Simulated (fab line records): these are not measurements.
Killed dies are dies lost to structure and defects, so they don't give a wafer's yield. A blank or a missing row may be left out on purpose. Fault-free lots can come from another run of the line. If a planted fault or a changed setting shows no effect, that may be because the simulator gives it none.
Which tool did it?    flow nand-harc    Sampling: 11 lots, 33 wafers, 4 of 1302 route steps

== WHAT THE GAUGES SHOWED, per wafer ==
NHARC_P_M0_CD_MEAS_09: the cd target is 90 nm.
lot   measured      on         cd-nm (nm)
L281  day 5 22:46   cd-sem-02  89.0 90.2 89.5
L283  day 6 20:55   cd-sem-01  89.8 89.5 89.6
L284  day 7 03:23   cd-sem-02  90.6 91.3 90.2
L287  day 8 11:41   cd-sem-01  90.5 81.3 91.1
L286  day 8 12:37   cd-sem-02  89.5 80.9 89.9
L295  day 12 07:46  cd-sem-03  90.1 90.7 90.6
L296  day 12 17:58  cd-sem-03  89.3 90.7 89.7
L297  day 12 23:31  cd-sem-02  89.8 90.0 90.3
L298  day 13 03:31  cd-sem-03  90.2 90.8 90.4
L299  day 13 09:23  cd-sem-01  89.3 89.5 89.3
L300  day 13 22:36  cd-sem-03  89.7 89.4 89.2

== EACH LOT AND THE TOOL THAT RAN IT (in order: tool; ch and the chambers of the sampled wafers; start) ==
lot   NHARC_P_CONTACT_ETCH_31                        NHARC_P_CONTACT_CMP_24         NHARC_P_M0_PEB_07
L281  rie-diel-11 ch 1,2, day 5 21:37 or earlier     cmp-02 ch 0,2, day 5 21:37     litho-track-01 ch 0, day 5 22:41
L283  rie-diel-11 ch 0,1,3, day 6 19:40 or earlier   cmp-02 ch 1,2,3, day 6 19:40   litho-track-04 ch 0, day 6 20:50
L284  rie-diel-11 ch 1,2, day 7 02:07 or earlier     cmp-01 ch 0,1,3, day 7 02:07   litho-track-04 ch 0, day 7 03:19
L287  rie-diel-06 ch 0,2,3, day 8 10:31 or earlier   cmp-04 ch 0,1,3, day 8 10:31   litho-track-04 ch 0, day 8 11:37
L286  rie-diel-11 ch 2,3, day 8 11:19 or earlier     cmp-01 ch 0,1,3, day 8 11:19   litho-track-04 ch 0, day 8 12:32
L295  rie-diel-11 ch 0,1,2, day 12 06:35 or earlier  cmp-01 ch 0,3, day 12 06:35    litho-track-04 ch 0, day 12 07:41
L296  rie-diel-01 ch 0,2,3, day 12 12:43 or earlier  cmp-02 ch 0,2,3, day 12 12:43  litho-track-04 ch 0, day 12 17:52
L297  rie-diel-01 ch 0,1, day 12 22:15 or earlier    cmp-01 ch 1,2,3, day 12 22:15  litho-track-04 ch 0, day 12 23:26
L298  rie-diel-06 ch 1,2, day 13 02:14 or earlier    cmp-04 ch 2,3, day 13 02:14    litho-track-04 ch 0, day 13 03:27
L299  rie-diel-06 ch 0,3, day 13 08:05 or earlier    cmp-04 ch 1,2, day 13 08:05    litho-track-01 ch 0, day 13 09:19
L300  rie-diel-11 ch 0,2,3, day 13 21:18 or earlier  cmp-02 ch 0,2,3, day 13 21:18  litho-track-06 ch 0, day 13 22:31
- NHARC_P_CONTACT_ETCH_31: etches the open film in CH3F/O2, target depth 30 nm, time 85.7 s.
- NHARC_P_CONTACT_CMP_24: polishes, t overpolish 30 s, target thk 200 nm.
- NHARC_P_M0_PEB_07: peb time 65 s.

== THE ANSWER, worked out from the rows above alone ==
Rule: the usual values come from the lots themselves. Put in order of their means at a reading, lots are off if they are a third of the lots or fewer, leave a main group of 4 or more, and stand apart from it by a gap of 3 or more times the standard deviation of the main group's means; of several such gaps the widest counts. The tables above print the reading to a certain number of digits; a main group whose means all agree to those digits is not used. Also off: a lot with no number at a reading for which 4 or more lots have one. Where the step has rows for the other lots, those lots are counted as sound.
Off: L287, L286, at NHARC_P_M0_CD_MEAS_09 (cd-nm). The main group: mean 90.0 nm, standard deviation 0.47.
A tool fits if, at a process step before that reading, it ran every lot that is off, and no sound lot after the first of them. Those tools and the gauges at NHARC_P_M0_CD_MEAS_09 are tried in the same way. Because NHARC_P_CONTACT_ETCH_31 lacks a start for some lots, the hours and order of its lots are taken from NHARC_P_CONTACT_CMP_24. No candidate that was tried fits.

== WHAT THE SIMULATOR PUT IN ==
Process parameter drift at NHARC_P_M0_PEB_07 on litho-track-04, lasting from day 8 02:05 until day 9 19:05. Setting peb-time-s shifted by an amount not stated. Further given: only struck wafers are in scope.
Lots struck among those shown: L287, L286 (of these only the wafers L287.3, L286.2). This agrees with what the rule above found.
